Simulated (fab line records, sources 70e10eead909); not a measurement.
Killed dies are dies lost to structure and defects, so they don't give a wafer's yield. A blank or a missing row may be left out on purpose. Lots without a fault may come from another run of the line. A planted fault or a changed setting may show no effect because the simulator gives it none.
Chamber matching | flow nand_harc | NHARC_A_CHANNEL_FILL_D2_ALD_02 on ald_hk-02: 4 sister chambers
The step deposits SiO2, target thk 6 nm, pulse time 10 s, ald cycles 60. 4 wafers are shown with their chamber, then 11 later ones without.

WAFERS WITH THEIR CHAMBER
wafer  | chamber | heater_power_w (W)
L089.1 | 3       | 445
L089.2 | 0       | 483
L089.3 | 1       | 480
L091.3 | 2       | 511

WAFERS WITHOUT THEIR CHAMBER
wafer  | heater_power_w (W)
L091.4 | 468
L091.6 | 459
L094.4 | 447
L094.5 | 452
L094.6 | 539
L095.1 | 451
L095.2 | 495
L095.5 | 490
L097.2 | 514
L097.3 | 504
L097.5 | 494

WHICH CHAMBER EACH WENT THROUGH
wafer  | from the rows above          | in truth
L091.4 | can't be placed: 1 or 0 or 3 | 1
L091.6 | can't be placed: 3 or 1 or 0 | 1
L094.4 | 3                            | 3
L094.5 | can't be placed: 3 or 1 or 0 | 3
L094.6 | 2                            | 2
L095.1 | can't be placed: 3 or 1      | 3
L095.2 | can't be placed: 0 or 1 or 2 | 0
L095.5 | can't be placed: 0 or 1 or 2 | 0
L097.2 | 2                            | 2
L097.3 | can't be placed: 2 or 0 or 1 | 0
L097.5 | can't be placed: 0 or 1 or 2 | 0
Placed correctly: 3 of 11. Can't be placed from these rows: 8 (the true chamber is among the candidates in 8). Placed wrongly: 0.
How it was worked out, from the rows above alone: a wafer's distance from a chamber is the root of the sum, over the readings, of the square of ((its reading less the chamber's mean) divided by the reading's scatter). The wafer belongs to the nearest chamber; if the next one is less than 2 further off, it can't be placed. A chamber's mean is the mean of its shown wafers. The scatter: with one shown wafer a chamber, the root of the mean of the squares of how far each hidden wafer lies from its nearest shown one.
